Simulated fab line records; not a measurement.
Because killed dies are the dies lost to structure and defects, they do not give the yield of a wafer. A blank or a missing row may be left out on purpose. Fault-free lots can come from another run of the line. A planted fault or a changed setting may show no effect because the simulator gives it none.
A struck lot beside a sound one || flow nand harc || 13 out of 1159 route steps
Sound: the wafers L806.3, L806.5, L806.6. Wafers L800.1, L800.4, L800.6 were the ones struck. The cause is named last.
Per side, at each step with rows, come the tool, then ch with its chambers, and then its first start. Under that, the readings that differ: sound wafers || struck wafers || difference of the means || sigmas: that difference in standard deviations of wafers without a fault.
alike: same words and numbers on both sides, and readings whose means sit less than 2 such deviations apart. not compared: any withheld reading, any reading some wafer has no value for, any bound like >300 that may hide the same value, and any number with overlapping values for which the record gives no deviation.
A row with sigmas, a row that says differs or no value, or rows on one side alone: a step with any of these is where the two part. Numbers that have no deviation but don't overlap get no sigmas and don't part them. A reading missing from all wafers of one side parts the sides only when that side holds two or more wafers.

NHARC_A_STAIRCASE_STRIP_295: strips in O2.
  sound on rie diel-11 ch 1,2,3; struck on rie diel-10 ch 1,3
  alike: drypump motor current A, oes product au, rf vpp V, showerhead plenum p Torr, throttle valve pct
  not compared: rf hours counter h
then, 3 steps without rows for these wafers: NHARC_A_STAIRCASE_STRIP_296 (strips in SPM, time 900 s); NHARC_A_STAIRCASE_PRECLEAN_297 (cleans in SC1); NHARC_A_STAIRCASE_SRD_298.
NHARC_A_STAIRCASE_HM_DEP_462: deposits aC, target thk 800 nm.
  sound on acl dep-03 ch 0, day 15 01:09; struck on acl dep-03 ch 0, day 13 06:38
  alike: throttle valve pct
NHARC_A_STAIRCASE_DEP_301: deposits SiON, target thk 30 nm.
  sound on pecvd-03 ch 0,1, day 15 02:28; struck on pecvd-02 ch 0,1,2, day 13 08:29
  alike: heater power w
then, 5 steps without rows for these wafers: NHARC_A_STAIRCASE_DEHYDRATE_302 (time 120 s); NHARC_A_STAIRCASE_HMDS_303 (time 30 s); NHARC_A_STAIRCASE_COAT_304; NHARC_A_STAIRCASE_SOFTBAKE_305 (time 170 s); NHARC_A_STAIRCASE_EBR_306.
NHARC_A_STAIRCASE_EXPOSE_307: exposes mask CHOP 50.
  struck on krf scanner-04, day 13 09:07; sound on krf scanner-02 ch 0, day 15 03:01
  no value came back on the struck wafers for exposure dose mJ cm2, focus offset nm (nm); on the sound wafers exposure dose mJ cm2 reads 45.76 45.68 45.67
  alike: mask
then, 1 step without rows for these wafers: NHARC_A_STAIRCASE_PEB_308 (peb time 130 s).

== WHERE THEY PART ==
NHARC_A_STAIRCASE_EXPOSE_307 only, going by this record.

WHY: the cause the simulator had injected
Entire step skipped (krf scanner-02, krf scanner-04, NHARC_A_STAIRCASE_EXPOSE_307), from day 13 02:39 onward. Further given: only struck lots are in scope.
